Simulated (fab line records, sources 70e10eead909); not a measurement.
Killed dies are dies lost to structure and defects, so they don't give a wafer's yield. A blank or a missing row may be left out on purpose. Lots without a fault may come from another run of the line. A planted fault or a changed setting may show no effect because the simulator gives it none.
A struck lot beside a sound one | flow nand_harc | 15 steps out of a route of 1159
Sound: wafers L710.1, L710.4, L710.5. Struck: wafers L723.2, L723.5, L723.6. The cause comes at the end.
At each step with rows: each side's tool, then ch and its chambers, then its first start. Under that, the readings that differ: sound wafers | struck wafers | difference of the means | sigmas: that difference in standard deviations of wafers without a fault.
alike: readings whose means differ by less than 2 such deviations, and words and numbers that are the same on both sides. not compared: withheld readings, readings that some wafer has no value for, bounds like >300 that may hide the same value, and numbers for which the record gives no deviation and whose values overlap.
The two part at a step that has a row with sigmas, a row that says differs or no value, or rows on one side only. Numbers that don't overlap but have no deviation are shown without sigmas and don't part them. A reading that every wafer of one side lacks parts them only if that side has two wafers or more.

first, 5 steps without rows for these wafers: NHARC_A_CONTACT_SOFTBAKE_37 (time 55 s); NHARC_A_CONTACT_EBR_38; NHARC_A_CONTACT_EXPOSE_39 (exposes mask A CC 3); NHARC_A_CONTACT_PEB_40 (peb time 65 s); NHARC_A_CONTACT_DEVELOP_41 (develop time 35 s).
NHARC_A_CONTACT_CD_MEAS_42: target cd 200 nm.
  sound on cd_sem-02 ch 0, day 17 05:59; struck on cd_sem-02 ch 0, day 20 11:10
  alike: cd_nm
NHARC_A_CONTACT_OVL_MEAS_43:
  sound on overlay-01, day 17 06:04; struck on overlay-01, day 20 11:15
  alike: overlay_x_nm, overlay_y_nm
NHARC_A_CONTACT_INSPECT_44:
  sound on defect_inspect-01, day 17 06:06; struck on defect_inspect-02, day 20 11:17
  reading          | sound | struck   | difference | sigmas
  raw_defect_count | 7 8 6 | 51 45 53 | +43        | +3
NHARC_A_CONTACT_DESCUM_47: chemistry O2, time 3 s.
  sound on rie_diel-07 ch 0,2,3, day 17 06:10; struck on rie_diel-05 ch 1,2, day 20 11:21
  alike: drypump_motor_current_A, oes_product_au, rf_vpp_V, showerhead_plenum_p_Torr, throttle_valve_pct
  not compared: rf_hours_counter_h
NHARC_A_CONTACT_ETCH_48: etches the open film in CF4, target depth 39 nm, time 65 s.
  sound on rie_diel-07 ch 0,3, day 17 06:19; struck on rie_diel-05 ch 1,2, day 20 11:26
  alike: drypump_motor_current_A, oes_product_au, rf_vpp_V, showerhead_plenum_p_Torr, throttle_valve_pct
  not compared: rf_hours_counter_h
NHARC_A_CONTACT_ETCH_49: etches the open film in N2/H2, target depth 260 nm, time 475.3 s.
  sound on rie_diel-07 ch 0,1,3; struck on rie_diel-05 ch 0,2,3
  alike: drypump_motor_current_A, oes_product_au, rf_vpp_V, showerhead_plenum_p_Torr, throttle_valve_pct
  not compared: rf_hours_counter_h
NHARC_A_CONTACT_ETCH_50: etches the open film in CF4/CHF3, target depth 84.7 nm, time 42.4 s.
  sound on rie_diel-07 ch 1,3; struck on rie_diel-05 ch 0,1,3
  alike: drypump_motor_current_A, oes_product_au, rf_vpp_V, showerhead_plenum_p_Torr, throttle_valve_pct
  not compared: rf_hours_counter_h
NHARC_A_CONTACT_ETCH_51: etches the open film in O2/COS, target depth 3600 nm, time 936 s.
  sound on rie_diel-07 ch 0,2,3, day 17 06:49; struck on rie_diel-05 ch 1,2,3, day 20 12:09
  reading               | sound             | struck            | difference | sigmas
  oes_product_au (a.u.) | 1.007 0.997 1.003 | 1.286 1.302 1.298 | +0.293     | +33
  alike: drypump_motor_current_A, rf_vpp_V, showerhead_plenum_p_Torr, throttle_valve_pct
  not compared: rf_hours_counter_h
NHARC_A_CONTACT_ETCH_111: etches the open film in C4F8/O2/Ar, time 140 s, target depth 700 nm.
  sound on har_cap_etch-01 ch 1, day 17 07:29; struck on har_cap_etch-03 ch 0,1, day 20 12:43
  not compared: rf_hours_counter_h
-- the record jumps here: 3 days lie between the struck wafers' starts before and after (it left off in module A_CONTACT and takes up again in module END, whose first step shown is number 1159 of the route) --
NHARC_END_SORT_01:
  the record has rows for the struck wafers here (prober-01 ch 0, day 23 16:43) and none for the sound ones

WHERE THEY PART
First at NHARC_A_CONTACT_INSPECT_44; last, within this record, at NHARC_END_SORT_01.

WHY: what the simulator had put in
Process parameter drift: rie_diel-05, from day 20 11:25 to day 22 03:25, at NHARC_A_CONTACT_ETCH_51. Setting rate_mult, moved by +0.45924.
